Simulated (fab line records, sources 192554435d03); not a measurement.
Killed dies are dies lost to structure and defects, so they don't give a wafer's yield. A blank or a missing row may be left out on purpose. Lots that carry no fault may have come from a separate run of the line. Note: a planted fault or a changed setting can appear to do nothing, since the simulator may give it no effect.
fab line records -- flow n5Finfet
record lots=12, wafers=30, lastDay=17
route steps=1938 shown BEOL_M9@1438
lots untouched by any fault: they come from a run of this same line in which no faults occurred
startH: hours from the record's opening day to when the first of the lot's shown wafers began -- waitH: hours from the lot's prior step to this one -- " unchanged from the row above -- L1.1+2: one row covering several wafers at once -- - no value, or no start was given -- * or withheld: withheld -- < > ~ a bound
route shown NAME@n: a module of which the file shows steps, and the number in the route of the first -- usual: the fault-free wafers' mean and standard deviation -- same: alike in all rows -- chamber/n: place in a boat -- sites: the reading at each site -- _std_site: the standard deviation of these -- _edge_site: inner sites' mean taken away from outer sites' mean -- radiusMm: for every site, how far away it sits from the centre of the wafer -- mask NAME#n: copy n -- behind: the last tool/chamber to shape the wafer -- hold: what put the lot on hold/how long, in hours/how the hold closed -- device: whichever transistor did not switch (one of n, p or np) -- end of line: the tests these same wafers got at the end of their route -- where a step has no rows: the recipe by itself -- killed: dies that structure and defects cost at the first sort, which is not the same as the wafer's yield -- map: a wafer's dies, marking killed ones x, the rest . and places with no die _
set.NAME: the setting as run; set.NAME@STEP: as run at that earlier step -- model.NAME: the simulator's own value behind a step, which no gauge read
steps of the route over a sample of lots; a table a step, a row a wafer
services: from which hour (startH, from the record's first day; less than 0 if before it) a tool's chamber was out of use, for how many hours, and why
## steps
# step N5_BEOL_M9_ETCH_76
# recipe chemistry=N2/H2, target=underlayer, targetDepthA=65, maskMaterial=CAR-EUV, timeS=5.2, ionEnergyEv=200, pressureMtorr=30, sourceW=840, biasW=150, n2FlowSccm=200, h2FlowSccm=200, ends=cleared
# usual drypumpMotorCurrentA=5.8/0.53, etchRfOnTimeS=5.20/0.14, oesProductAu=0.66/0.057, rfVppV=524.0/2.6, showerheadPlenumPTorr=2.55/0.083, throttleValvePct=17.96/0.24
lot.wafer,tool,chamber,startH,waitH,drypumpMotorCurrentA,etchRfOnTimeS,oesProductAu,rfHoursCounterH,rfVppV,showerheadPlenumPTorr,throttleValvePct
L203.2,rieDiel-04,0,209.81,0.0,6.5,5.28,0.59,240,524.0,2.63,18.14
L203.3,rieDiel-04,1,209.81,0.0,5.6,5.24,0.65,123,523.1,2.57,18.03
L203.6,rieDiel-04,1,209.81,0.0,5.6,5.29,0.66,-,526.1,2.57,18.06
L202.1,rieDiel-05,3,221.18,0.0,6.3,5.21,0.68,109,525.0,2.54,18.21
L202.2,rieDiel-05,2,221.18,0.0,5.2,5.26,0.62,183,522.6,2.54,17.79
L204.1,rieDiel-04,1,221.26,0.0,5.6,5.21,0.65,127,524.6,2.57,18.05
L204.3,rieDiel-04,0,221.26,0.0,6.5,5.25,0.58,244,526.9,2.62,18.16
L205.2,rieDiel-05,3,237.55,0.0,6.3,5.20,0.67,113,523.4,2.54,18.20
L205.3,rieDiel-05,0,237.55,0.0,5.7,5.17,0.66,119,525.7,2.67,17.61
L205.6,rieDiel-05,0,237.55,0.0,5.7,5.18,0.66,-,527.8,2.67,17.61
L209.3,rieDiel-05,3,254.89,0.0,6.3,5.24,0.66,119,524.9,2.54,18.21
L209.4,rieDiel-05,1,254.89,0.0,5.8,5.37,0.62,174,521.7,2.43,18.16
L211.4,rieDiel-01,0,279.00,0.0,6.8,5.25,0.69,83,527.9,2.70,17.91
L211.5,rieDiel-01,2,279.00,0.0,5.3,5.23,0.74,-,523.8,2.47,17.78
L211.6,rieDiel-01,3,279.00,0.0,5.2,4.82,0.72,-,526.9,2.56,18.00
L212.2,rieDiel-01,1,279.42,0.0,5.5,4.99,0.72,99,527.3,2.58,17.54
L212.4,rieDiel-01,3,279.42,0.0,5.2,4.88,0.71,77,524.2,2.56,18.03
L212.5,rieDiel-01,3,279.42,0.0,5.2,4.83,0.72,-,523.6,2.56,18.02
L216.1,rieDiel-01,3,291.66,0.0,5.2,4.89,0.70,81,523.1,2.56,18.06
L216.5,rieDiel-01,2,291.66,0.0,5.3,5.23,0.74,-,521.0,2.47,17.79
L216.6,rieDiel-01,0,291.66,0.0,6.8,5.26,0.69,-,529.3,2.70,17.90
L223.4,rieDiel-05,1,344.57,0.0,5.8,5.40,0.59,-,521.5,2.41,18.22
L223.6,rieDiel-05,3,344.57,0.0,6.3,5.22,0.66,-,523.8,2.53,18.25
L222.2,rieDiel-01,1,345.11,0.0,5.5,5.06,0.69,116,525.6,2.57,17.56
L222.5,rieDiel-01,0,345.11,0.0,6.7,5.25,0.67,-,528.7,2.69,17.89
L224.3,rieDiel-01,3,350.50,0.0,5.2,4.90,0.68,99,523.3,2.55,18.06
L224.6,rieDiel-01,3,350.50,0.0,5.2,4.91,0.69,-,524.2,2.55,18.06
L225.1,rieDiel-05,3,352.97,0.0,6.3,5.24,0.64,152,523.5,2.53,18.25
L225.3,rieDiel-05,1,352.97,0.0,5.8,5.43,0.58,206,521.4,2.41,18.20
L225.4,rieDiel-05,2,352.97,0.0,5.2,5.25,0.59,222,522.1,2.52,17.89
# step N5_BEOL_M9_ETCH_66
# recipe chemistry=N2/H2, target=SOC, targetDepthA=800, overetchA=160, maskMaterial=SiARC, tempC=40, timeS=120, ionEnergyEv=200, pressureMtorr=30, sourceW=840, biasW=150, n2FlowSccm=200, h2FlowSccm=200
# usual drypumpMotorCurrentA=5.8/0.53, oesProductAu=0.59/0.047, rfVppV=523.9/2.3, showerheadPlenumPTorr=2.55/0.083, throttleValvePct=17.92/0.24
lot.wafer,tool,chamber,startH,waitH,drypumpMotorCurrentA,oesProductAu,rfHoursCounterH,rfVppV,showerheadPlenumPTorr,throttleValvePct
L203.2,rieDiel-04,0,209.86,0.0,6.5,0.53,240,524.9,2.63,18.12
L203.3,rieDiel-04,1,209.86,0.0,5.6,0.59,123,525.7,2.57,18.00
L203.6,rieDiel-04,1,209.86,0.0,5.6,0.58,-,524.8,2.57,18.00
L202.1,rieDiel-05,3,221.23,0.0,6.3,0.61,109,524.1,2.54,18.17
L202.2,rieDiel-05,2,221.23,0.0,5.2,0.56,183,524.0,2.54,17.76
L204.1,rieDiel-04,1,221.31,0.0,5.6,0.59,127,524.3,2.57,18.00
L204.3,rieDiel-04,0,221.31,0.0,6.5,0.53,244,525.3,2.62,18.12
L205.2,rieDiel-05,3,237.60,0.0,6.3,0.61,113,523.3,2.54,18.15
L205.3,rieDiel-05,0,237.60,0.0,5.7,0.59,119,527.9,2.67,17.60
L205.6,rieDiel-05,0,237.60,0.0,5.7,0.59,-,527.2,2.67,17.57
L209.3,rieDiel-05,3,254.93,0.0,6.3,0.60,119,524.6,2.54,18.18
L209.4,rieDiel-05,1,254.93,0.0,5.7,0.56,174,520.1,2.43,18.13
L211.4,rieDiel-01,0,279.04,0.0,6.8,0.63,83,526.5,2.70,17.84
L211.5,rieDiel-01,2,279.04,0.0,5.4,0.67,-,521.0,2.47,17.74
L211.6,rieDiel-01,3,279.04,0.0,5.2,0.62,-,525.9,2.56,17.99
L212.2,rieDiel-01,1,279.47,0.0,5.5,0.63,99,524.4,2.58,17.50
L212.4,rieDiel-01,3,279.47,0.0,5.2,0.62,77,523.6,2.56,17.98
L212.5,rieDiel-01,3,279.47,0.0,5.2,0.61,-,524.1,2.56,17.99
L216.1,rieDiel-01,3,291.71,0.0,5.2,0.61,81,523.8,2.56,17.99
L216.5,rieDiel-01,2,291.71,0.0,5.3,0.67,-,521.3,2.47,17.74
L216.6,rieDiel-01,0,291.71,0.0,6.7,0.63,-,528.2,2.70,17.84
L223.4,rieDiel-05,1,344.65,0.0,5.7,0.55,-,520.8,2.41,18.18
L223.6,rieDiel-05,3,344.65,0.0,6.3,0.58,-,524.4,2.53,18.22
L222.2,rieDiel-01,1,345.16,0.0,5.5,0.62,116,525.0,2.57,17.51
L222.5,rieDiel-01,0,345.16,0.0,6.7,0.62,-,527.6,2.69,17.87
L224.3,rieDiel-01,3,350.55,0.0,5.2,0.60,99,525.9,2.55,18.01
L224.6,rieDiel-01,3,350.55,0.0,5.3,0.60,-,524.0,2.55,18.02
L225.1,rieDiel-05,3,353.01,0.0,6.3,0.59,152,523.9,2.53,18.21
L225.3,rieDiel-05,1,353.01,0.0,5.8,0.54,206,520.5,2.41,18.19
L225.4,rieDiel-05,2,353.01,0.0,5.2,0.53,222,522.7,2.52,17.86
# step N5_BEOL_M9_HM_STRIP_39
# recipe chemistry=peroxideTinStrip, material=TiN, targetDepthA=250, tempC=50, timeS=158
# usual bathGuardTempC=50.0/0.49, runLengthS=164.7/2.8
lot.wafer,tool,chamber,startH,waitH,bathGuardTempC,runLengthS
L203.2,wetBench-04,4,210.27,0.0,50.4,164.0
L203.3,wetBench-04,3,210.27,0.0,49.6,162.9
L203.6,wetBench-04,5,210.27,0.0,50.0,164.4
L202.1,wetBench-02,1,221.64,0.0,50.4,166.3
L202.2,wetBench-02,5,221.64,0.0,51.0,164.7
L204.1,wetBench-05,6,221.71,0.0,49.7,163.7
L204.3,wetBench-05,1,221.71,0.0,49.6,163.3
L205.2,wetBench-04,5,238.01,0.0,49.7,163.7
L205.3,wetBench-04,3,238.01,0.0,49.8,162.2
L205.6,wetBench-04,4,238.01,0.0,50.6,164.2
L209.3,wetBench-02,0,255.34,0.0,51.3,170.3
L209.4,wetBench-02,1,255.34,0.0,50.6,173.6
L211.4,wetBench-04,5,279.45,0.0,50.0,164.5
L211.5,wetBench-04,2,279.45,0.0,49.7,162.0
L211.6,wetBench-04,4,279.45,0.0,50.5,164.0
L212.2,wetBench-04,1,279.88,0.0,50.0,188.7
L212.4,wetBench-04,2,279.88,0.0,49.7,186.1
L212.5,wetBench-04,7,279.88,0.0,50.0,188.0
L216.1,wetBench-04,2,292.12,0.0,49.8,185.8
L216.5,wetBench-04,1,292.12,0.0,50.0,189.0
L216.6,wetBench-04,4,292.12,0.0,50.8,188.2
L223.4,wetBench-05,6,345.02,0.0,49.4,163.5
L223.6,wetBench-05,5,345.02,0.0,49.5,163.1
L222.2,wetBench-02,5,345.56,0.0,50.8,165.0
L222.5,wetBench-02,7,345.56,0.0,50.1,163.8
L224.3,wetBench-05,1,350.95,0.0,49.6,164.6
L224.6,wetBench-05,7,350.95,0.0,50.4,162.2
L225.1,wetBench-02,5,353.42,0.0,50.7,164.4
L225.3,wetBench-02,2,353.42,0.0,50.0,164.8
L225.4,wetBench-02,7,353.42,0.0,50.0,164.6
# step N5_BEOL_M9_CD_MEAS_35
# recipe targetCdNm=70, targetCdYNm=40, polarity=opening
# usual cdNm=70.2/0.61
lot.wafer,tool,chamber,startH,waitH,cdNm
L203.2,cdSem-03,-,210.39,0.0,70.5
L203.3,cdSem-03,-,210.39,0.0,69.9
L203.6,cdSem-03,-,210.39,0.0,70.8
L202.1,cdSem-03,-,221.76,0.0,71.4
L202.2,cdSem-03,-,221.76,0.0,71.4
L204.1,cdSem-02,-,221.83,0.0,70.2
L204.3,cdSem-02,-,221.83,0.0,70.0
L205.2,cdSem-02,-,238.13,0.0,70.4
L205.3,cdSem-02,-,238.13,0.0,70.6
L205.6,cdSem-02,-,238.13,0.0,71.4
L209.3,cdSem-02,-,255.56,0.0,70.2
L209.4,cdSem-02,-,255.56,0.0,70.8
L211.4,cdSem-01,-,279.58,0.0,71.2
L211.5,cdSem-01,-,279.58,0.0,69.8
L211.6,cdSem-01,-,279.58,0.0,69.5
L212.2,cdSem-01,-,280.00,0.0,70.3
L212.4,cdSem-01,-,280.00,0.0,70.5
L212.5,cdSem-01,-,280.00,0.0,70.9
L216.1,cdSem-02,-,292.24,0.0,70.0
L216.5,cdSem-02,-,292.24,0.0,70.1
L216.6,cdSem-02,-,292.24,0.0,70.7
L223.4,cdSem-03,-,345.14,0.0,70.0
L223.6,cdSem-03,-,345.14,0.0,70.0
L222.2,cdSem-01,-,345.69,0.0,71.5
L222.5,cdSem-01,-,345.69,0.0,71.3
L224.3,cdSem-02,-,351.08,0.0,70.4
L224.6,cdSem-02,-,351.08,0.0,69.8
L225.1,cdSem-01,-,353.55,0.0,70.7
L225.3,cdSem-01,-,353.55,0.0,70.6
L225.4,cdSem-01,-,353.55,0.0,70.5
## services
tool,chamber,startH,hours,kind
rieDiel-04,3,202.30,-,clean
rieDiel-04,3,202.30,-,consumableReplace:focusRing
rieDiel-04,3,202.30,28.8,scheduledDown
rieDiel-04,3,202.30,28.8,ventCycle
rieDiel-01,-,206.39,0.5,repair
rieDiel-04,0,239.05,-,clean
rieDiel-04,0,239.05,-,consumableReplace:focusRing
rieDiel-04,0,239.05,24.7,scheduledDown
rieDiel-04,0,239.05,24.7,ventCycle
rieDiel-01,1,286.80,6.7,repair
rieDiel-05,0,300.39,21.1,repair
rieDiel-05,2,303.66,4.9,repair
rieDiel-05,0,334.70,17.2,repair
## key
firstSign step=N5_BEOL_M9_HM_STRIP_39, reading=runLengthS, direction=up, sigmas=8.2, usual=*, struck=*
effect none on later readings
metAt N5_BEOL_M9_HM_STRIP_39
struckLots L212,L216
notActingAt N5_BEOL_M9_ETCH_76,N5_BEOL_M9_ETCH_66,N5_BEOL_M9_CD_MEAS_35
onsetBetween 279.45 279.88
fault kind=processParameterDrift, tool=wetBench-04, chamber=-, onsetH=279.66, steps=N5_BEOL_M9_HM_STRIP_39, channel=timeS, offset=*, shape=step, endH=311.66, actsIn=*, stated=*
